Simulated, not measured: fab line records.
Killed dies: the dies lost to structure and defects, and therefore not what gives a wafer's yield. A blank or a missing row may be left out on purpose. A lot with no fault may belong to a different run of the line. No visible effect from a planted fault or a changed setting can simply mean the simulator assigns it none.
Chamber matching | flow n5_finfet | N5_BEOL_M10_STRIP_67 on rie_diel-02 has 4 sister chambers
The step strips in CF4. 16 wafers are shown with their chamber, then 8 later ones without.

## WAFERS PAIRED WITH THEIR CHAMBERS
wafer  | chamber | showerhead_plenum_p_Torr (Torr) | throttle_valve_pct (%) | drypump_motor_current_A (A)
L078.1 | 1       | 1.89                            | 13.42                  | 6.6
L078.4 | 3       | 1.76                            | 13.21                  | 5.8
L078.5 | 3       | 1.76                            | 13.20                  | 5.8
L080.1 | 1       | 1.89                            | 13.41                  | 6.5
L080.3 | 0       | 1.77                            | 13.50                  | 6.4
L080.5 | 3       | 1.76                            | 13.20                  | 5.7
L081.1 | 2       | 1.84                            | 13.65                  | 5.9
L081.2 | 3       | 1.76                            | 13.21                  | 5.8
L081.5 | 0       | 1.77                            | 13.51                  | 6.3
L082.1 | 3       | 1.76                            | 13.22                  | 5.8
L082.5 | 3       | 1.76                            | 13.22                  | 5.8
L082.6 | 0       | 1.77                            | 13.52                  | 6.3
L089.2 | 3       | 1.75                            | 13.25                  | 5.8
L089.3 | 1       | 1.88                            | 13.47                  | 6.6
L089.5 | 3       | 1.75                            | 13.25                  | 5.8
L090.3 | 3       | 1.75                            | 13.25                  | 5.8

SIGNATURES, as means of the wafers listed above
reading                  | chamber 0 | chamber 1 | chamber 2 | chamber 3 | scatter within a chamber
showerhead_plenum_p_Torr | 1.7700    | 1.8867    | 1.8400    | 1.7567    | 0.00471
throttle_valve_pct       | 13.5100   | 13.4333   | 13.6500   | 13.2233   | 0.0221
drypump_motor_current_A  | 6.333     | 6.567     | 5.900     | 5.789     | 0.043
Rule: a wafer lies at a distance from a chamber equal to the root of the sum of squares, over the readings, of (its reading less the chamber's mean, divided by the reading's scatter). The wafer belongs to the nearest chamber; if the next one is less than 2 further off, it can't be placed. The scatter: the root of (the sum of the squares of (reading less its chamber's mean) over the shown wafers, divided by (wafers less chambers)).

## WAFERS MISSING THEIR CHAMBER
wafer  | showerhead_plenum_p_Torr (Torr) | throttle_valve_pct (%) | drypump_motor_current_A (A)
L090.4 | 1.77                            | 13.55                  | 6.3
L090.5 | 1.84                            | 13.72                  | 5.9
L092.2 | 1.84                            | 13.71                  | 5.9
L092.3 | 1.75                            | 13.25                  | 5.8
L092.5 | 1.84                            | 13.70                  | 5.9
L097.2 | 1.75                            | 13.29                  | 5.7
L097.3 | 1.76                            | 13.58                  | 6.4
L097.4 | 1.88                            | 13.50                  | 6.6

## EACH ONE'S CHAMBER
wafer  | from the rows above | in truth
L090.4 | 0                   | 0
L090.5 | 2                   | 2
L092.2 | 2                   | 2
L092.3 | 3                   | 3
L092.5 | 2                   | 2
L097.2 | 3                   | 3
L097.3 | 0                   | 0
L097.4 | 1                   | 1
Placed correctly: 8 of 8. From these rows, 0 cannot be placed. Wrongly placed: 0.
